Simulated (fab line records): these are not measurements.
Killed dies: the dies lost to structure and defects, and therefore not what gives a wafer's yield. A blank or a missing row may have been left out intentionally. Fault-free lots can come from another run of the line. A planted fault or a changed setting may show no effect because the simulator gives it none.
Which tool was responsible?	flow n5_finfet	23 lots, 69 wafers sampled, at 3 steps of a route of 1938

## WHAT THE GAUGES SHOWED, per wafer
N5_DUMMY_GATE_OVL_MEAS_16.
lot	measured	on	GATE_OVL (nm)
L074	day 2 22:00	overlay-01	0.5 0.1 0.6
L075	day 3 02:50	overlay-01	-0.3 -0.1 -0.3
L076	day 3 10:14	overlay-01	-0.1 0.7 0.4
L077	day 3 15:20	overlay-01	0.5 -0.4 1.1
L078	day 3 21:26	overlay-02	0.1 0.4 -0.5
L079	day 4 04:54	overlay-01	0.4 -0.5 -0.6
L080	day 4 09:47	overlay-02	0.2 0.8 0.8
L081	day 4 16:21	overlay-02	0.3 -0.9 -0.4
L083	day 5 03:12	overlay-02	-0.1 -0.2 0.6
L084	day 5 13:38	overlay-02	0.0 -0.3 -1.4
L085	day 5 17:22	overlay-02	0.1 -0.5 -0.4
L086	day 6 01:59	overlay-01	0.2 0.7 0.1
L087	day 6 08:32	overlay-01	0.6 -0.7 -0.3
L088	day 6 09:54	overlay-01	0.0 0.0 0.5
L089	day 6 16:58	overlay-02	-0.9 0.0 -0.2
L090	day 6 22:08	overlay-02	0.5 0.2 -0.5
L091	day 7 02:53	overlay-01	0.6 -0.1 0.2
L092	day 7 08:42	overlay-01	-0.5 0.2 -1.0
L093	day 7 17:02	overlay-01	-0.5 -0.1 -0.5
L094	day 7 20:44	overlay-01	-0.3 -0.5 0.0
L095	day 8 03:10	overlay-01	0.2 0.9 -0.2
L096	day 8 08:53	overlay-01	0.7 -0.2 0.1
L097	day 8 15:56	overlay-02	0.5 0.3 0.2

## EACH LOT AND THE TOOL THAT RAN IT (in order: tool; ch and the chambers of the sampled wafers; start)
lot	N5_STI_FIN_REVEAL_ALD_00	N5_STI_FIN_REVEAL_CMP_04
L074	ald_sin-02 ch 0,2, day 2 04:39	cmp-01 ch 2,3, day 2 09:45
L075	ald_sin-03 ch 1,2,3, day 2 09:32	cmp-04 ch 0,1,3, day 2 14:38
L076	ald_sin-03 ch 1,2,3, day 2 15:36	cmp-04 ch 0,3, day 2 21:58
L077	ald_sin-01 ch 0,1,2, day 2 21:51	cmp-01 ch 0,1,2, day 3 02:56
L078	ald_sin-01 ch 0,1,2, day 3 04:07	cmp-04 ch 2,3, day 3 09:13
L079	ald_sin-01 ch 0,2,3, day 3 11:28	cmp-03 ch 0,2,3, day 3 16:38
L080	ald_sin-03 ch 2,3, day 3 16:32	cmp-01 ch 0,1,3, day 3 21:43
L081	ald_sin-02 ch 0,2, day 3 22:53	cmp-03 ch 0,1,2, day 4 03:59
L083	ald_sin-02 ch 1,2, day 4 09:49	cmp-03 ch 0,3, day 4 14:55
L084	ald_sin-03 ch 0,1,2, day 4 17:35	cmp-04 ch 0,1, day 4 22:40
L085	ald_sin-03 ch 1,2,3, day 4 22:14	cmp-04 ch 0,1,3, day 5 03:19
L086	ald_sin-01 ch 2,3, day 5 06:19	cmp-04 ch 2,3, day 5 11:39
L087	ald_sin-03 ch 0,1,3, day 5 14:59	cmp-03 ch 0,3, day 5 20:04
L088	ald_sin-02 ch 1,2, day 5 15:37	cmp-01 ch 2,3, day 5 20:45
L089	ald_sin-03 ch 1,2, day 5 23:04	cmp-04 ch 0,2,3, day 6 04:09
L090	ald_sin-02 ch 0,1, day 6 04:46	cmp-01 ch 0,1,2, day 6 09:53
L091	ald_sin-03 ch 0,1, day 6 09:35	cmp-04 ch 0,3, day 6 14:40
L092	ald_sin-03 ch 0,1,3, day 6 15:14	cmp-04 ch 0,1,2, day 6 20:21
L093	ald_sin-01 ch 0,1,3, day 6 23:08	cmp-03 ch 0,3, day 7 04:16
L094	ald_sin-02 ch 0,1,2, day 7 03:17	cmp-01 ch 0,1,3, day 7 08:23
L095	ald_sin-02 ch 2,3, day 7 09:33	cmp-03 ch 0,2, day 7 14:41
L096	ald_sin-03 ch 0,3, day 7 15:32	cmp-01 ch 2,3, day 7 20:40
L097	ald_sin-02 ch 1,2,3, day 7 22:41	cmp-01 ch 0,1,2, day 8 03:47
- N5_STI_FIN_REVEAL_ALD_00: deposits SiO2, target thk 1 nm, pulse time 1 s.
- N5_STI_FIN_REVEAL_CMP_04: polishes, stops on Si3N4, t overpolish 4 s, target thk 131.83 nm.

## WHAT THE TOOLS THEMSELVES READ (means of the sampled wafers that have a number; where no wafer has one, the mark that the record gives instead)
N5_STI_FIN_REVEAL_ALD_00.
lot	tool	heater_power_w (W)	precursor_pulse_height_rel
L074	ald_sin-02	515	0.990
L075	ald_sin-03	390	0.993
L076	ald_sin-03	391	1.019
L077	ald_sin-01	455	1.013
L078	ald_sin-01	459	0.999
L079	ald_sin-01	466	1.007
L080	ald_sin-03	407	1.023
L081	ald_sin-02	507	1.010
L083	ald_sin-02	480	1.006
L084	ald_sin-03	421	1.006
L085	ald_sin-03	391	1.005
L086	ald_sin-01	481	1.017
L087	ald_sin-03	460	1.006
L088	ald_sin-02	483	1.001
L089	ald_sin-03	364	1.006
L090	ald_sin-02	506	1.011
L091	ald_sin-03	492	1.015
L092	ald_sin-03	460	0.978
L093	ald_sin-01	478	1.000
L094	ald_sin-02	508	0.993
L095	ald_sin-02	484	0.986
L096	ald_sin-03	493	0.995
L097	ald_sin-02	477	1.004

N5_STI_FIN_REVEAL_CMP_04.
lot	tool	motor_current_A (A)	overpolish_run_s (s)	pad_life_wafers	time_to_endpoint_s (s)
L074	cmp-01	8.0	3.997	1922	109
L075	cmp-04	7.2	4.001	511	97
L076	cmp-04	7.0	3.992	546	100
L077	cmp-01	7.6	4.001	2059	104
L078	cmp-04	7.2	3.996	648	104
L079	cmp-03	8.9	3.997	896	98
L080	cmp-01	7.5	3.995	26	103
L081	cmp-03	8.6	4.003	955	103
L083	cmp-03	8.6	3.996	1044	99
L084	cmp-04	7.8	4.002	1020	99
L085	cmp-04	7.2	4.010	1046	102
L086	cmp-04	7.1	4.000	1117	102
L087	cmp-03	8.9	4.000	1278	103
L088	cmp-01	8.3	4.002	344	99
L089	cmp-04	7.3	4.012	1249	104
L090	cmp-01	7.8	3.994	452	104
L091	cmp-04	7.0	3.996	1328	102
L092	cmp-04	7.7	4.000	1382	104
L093	cmp-03	9.0	3.999	1532	99
L094	cmp-01	7.5	4.007	637	104
L095	cmp-03	8.6	3.998	1604	94
L096	cmp-01	7.9	3.998	751	101
L097	cmp-01	7.7	3.992	830	102

## THE ANSWER, worked out from the rows above alone
Rule: what is usual is taken from the lots themselves. Put in order of their means at a reading, lots are off if they are a third of the lots or fewer, leave a main group of 4 or more, and stand apart from it by a gap of 3 or more times the standard deviation of the main group's means; of several such gaps the widest counts. A main group whose means are all the same, to the digits that the tables above print for the reading, isn't used. Also off: a lot with no number at a reading for which 4 or more lots have one. The other lots that the step has rows for count as sound. The gauges are gone through in route order, then the tools' own readings, and for those a lot's mean is taken as printed above. At the first step where some lot is off, the reading lying furthest off is the one used; lots without a number count as furthest.
Across all readings shown, no lot is off: no conclusion can be drawn from this.

## WHAT THE SIMULATOR HAD PUT IN
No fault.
